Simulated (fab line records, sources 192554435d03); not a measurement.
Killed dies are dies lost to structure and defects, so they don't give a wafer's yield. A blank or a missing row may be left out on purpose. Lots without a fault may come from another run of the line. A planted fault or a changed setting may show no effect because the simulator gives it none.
Chamber matching | flow n5_finfet | N5_BEOL_M1_ALD_84 on ald_metal-04: 4 sister chambers
The step deposits TaN, pulse time 2 s, purge time 3 s, co reactant purge time 2 s. 18 wafers are shown with their chamber, then 9 later ones without.

WAFERS WITH THEIR CHAMBER
wafer  | chamber | heater_power_w (W) | precursor_vessel_temp_c (C)
L081.1 | 0       | 518                | 75.02
L081.3 | 2       | 367                | 74.92
L081.4 | 3       | 494                | 75.02
L084.3 | 1       | 440                | 74.89
L084.5 | 3       | 493                | 74.87
L084.6 | 0       | 524                | 75.05
L086.2 | 1       | 424                | 74.99
L086.3 | 2       | 364                | 75.04
L086.6 | 2       | 372                | 74.91
L087.3 | 3       | 483                | 75.09
L087.4 | 1       | 428                | 75.05
L087.6 | 2       | 369                | 74.78
L088.3 | 3       | 500                | 75.12
L088.5 | 2       | 363                | 75.03
L088.6 | 3       | 497                | 74.95
L090.2 | 2       | 363                | 74.93
L090.4 | 3       | 487                | 74.88
L090.5 | 0       | 512                | 74.98

SIGNATURES (means of the wafers above)
reading                 | chamber 0 | chamber 1 | chamber 2 | chamber 3 | scatter within a chamber
heater_power_w          | 518.00    | 430.67    | 366.33    | 492.33    | 5.84
precursor_vessel_temp_c | 75.0167   | 74.9767   | 74.9350   | 74.9883   | 0.0912
Rule: a wafer's distance from a chamber is the root of the sum, over the readings, of the square of ((its reading less the chamber's mean) divided by the reading's scatter). The wafer belongs to the nearest chamber; if the next one is less than 2 further off, it can't be placed. The scatter: the root of (the sum of the squares of (reading less its chamber's mean) over the shown wafers, divided by (wafers less chambers)).

WAFERS WITHOUT THEIR CHAMBER
wafer  | heater_power_w (W) | precursor_vessel_temp_c (C)
L093.3 | 524                | 75.07
L093.5 | 429                | 75.03
L093.6 | 495                | 75.03
L079.1 | 364                | 75.07
L079.2 | 502                | 74.92
L079.6 | 506                | 75.05
L094.1 | 532                | 74.91
L094.2 | 485                | 74.79
L094.6 | 440                | 74.83

WHICH CHAMBER EACH WENT THROUGH
wafer  | from the rows above     | in truth
L093.3 | 0                       | 0
L093.5 | 1                       | 1
L093.6 | 3                       | 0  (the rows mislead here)
L079.1 | 2                       | 2
L079.2 | can't be placed: 3 or 0 | 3
L079.6 | can't be placed: 0 or 3 | 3
L094.1 | 0                       | 0
L094.2 | 3                       | 3
L094.6 | 1                       | 1
Placed correctly: 6 of 9. Can't be placed from these rows: 2 (the true chamber is among the candidates in 2). Placed wrongly: 1.
